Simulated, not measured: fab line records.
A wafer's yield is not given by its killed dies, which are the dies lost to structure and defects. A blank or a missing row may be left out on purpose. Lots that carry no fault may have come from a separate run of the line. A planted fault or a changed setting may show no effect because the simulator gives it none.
Struck lot and sound lot, side by side || flow n5_finfet || 14 out of 1938 route steps
Sound: these wafers, L653.3, L653.4, L653.6. Struck: wafers L658.3, L658.4, L658.5. Last of all comes the cause.
Order at every step that has rows: each side's tool, ch and its chambers, its first start. Under that, the readings that differ: sound wafers || struck wafers || difference of the means || sigmas: that difference in standard deviations of wafers without a fault.
alike: a reading whose means differ by less than 2 such deviations, as well as words and numbers matching on both sides. not compared: withheld readings; readings where some wafer has no value; bounds like >300 that might hide an equal value; numbers whose values overlap and for which the record gives no deviation.
Wherever a step has rows on one side only, a row that says differs or no value, or a row with sigmas, the two part there. Numbers that don't overlap but have no deviation are shown without sigmas and don't part them. A reading missing from all wafers of one side parts the sides only when that side holds two or more wafers.

first, 1 step without rows for these wafers: N5_BEOL_M14_STRIP_70 (strips in C4F8/O2/Ar).
N5_BEOL_M14_OCD_MEAS_35:
  sound: ocd-02 at day 11 09:46; struck: ocd-02 at day 13 04:43
{"reading": "trench_depth_nm (nm)", "sound": "549 545 543", "struck": "556 570 565", "difference": "+18", "sigmas": "+2"}
N5_BEOL_M14_STRIP_37: strips in O2.
  sound on rie_diel-03 ch 1,2,3, day 11 11:20; struck on rie_diel-04 ch 0,2,3, day 13 08:22
  alike: chamber_pressure_mTorr, drypump_motor_current_A, oes_product_au, rf_vpp_V, showerhead_plenum_p_Torr, throttle_valve_pct
  not compared: rf_hours_counter_h
N5_BEOL_M14_ETCH_38: etches SiCN in CF4/N2, target depth 106.5 nm, time 120.6 s.
  sound on rie_diel-03 ch 1,2,3; struck on rie_diel-04 ch 0,2,3
  alike: chamber_pressure_mTorr, drypump_motor_current_A, oes_product_au, rf_vpp_V, showerhead_plenum_p_Torr, throttle_valve_pct
  not compared: rf_hours_counter_h
then, 2 steps without rows for these wafers: N5_BEOL_M14_PRECLEAN_39 (cleans in residue remover, time 60 s); N5_BEOL_M14_SRD_40 (time 30 s, dry time 30 s).
N5_BEOL_M14_DEGAS_41: time 60 s.
  sound: pvd_sputter-02 at day 11 13:54; struck: pvd_sputter-02 at day 13 08:46
  alike: heater_power_w
then, 1 step without rows for these wafers: N5_BEOL_M14_PRE_CLEAN_42 (time 30 s).
N5_BEOL_M14_SPUTTER_43: material TaN, target thk 15 nm, time 24.19 s.
  sound: pvd_sputter-02 at day 11 13:59; struck: pvd_sputter-02 at day 13 08:51
  alike: throttle_valve_pct
N5_BEOL_M14_SPUTTER_44: material Ta, target thk 15 nm, time 24.19 s.
  sound: pvd_sputter-02 at day 11 14:04; struck: pvd_sputter-02 at day 13 08:56
  alike: throttle_valve_pct
then, 2 steps without rows for these wafers: N5_BEOL_M14_SPUTTER_45 (material Cu, target thk 100 nm, time 16.67 s); N5_BEOL_M14_ECD_47 (material Cu, target thk 1248 nm).
N5_BEOL_M14_ANNEAL_48: time 90 s.
  struck on rtp_anneal-01, day 13 09:24; sound on rtp_anneal-02 ch 0, day 11 14:36
  no value came back on the struck wafers for anneal_temp_c (C), anneal_temp_c_max, wafer_temp_C_max; on the sound wafers anneal_temp_c (C) reads 224.89 224.70 224.93
then, 1 step without rows for these wafers: N5_BEOL_M14_CMP_49 (polishes, stops on SiO2, t overpolish 5.2 s, target thk 560 nm).

== WHERE THEY PART ==
Last at N5_BEOL_M14_ANNEAL_48 as far as this record goes, first at N5_BEOL_M14_OCD_MEAS_35.

WHY: what the simulator had put in
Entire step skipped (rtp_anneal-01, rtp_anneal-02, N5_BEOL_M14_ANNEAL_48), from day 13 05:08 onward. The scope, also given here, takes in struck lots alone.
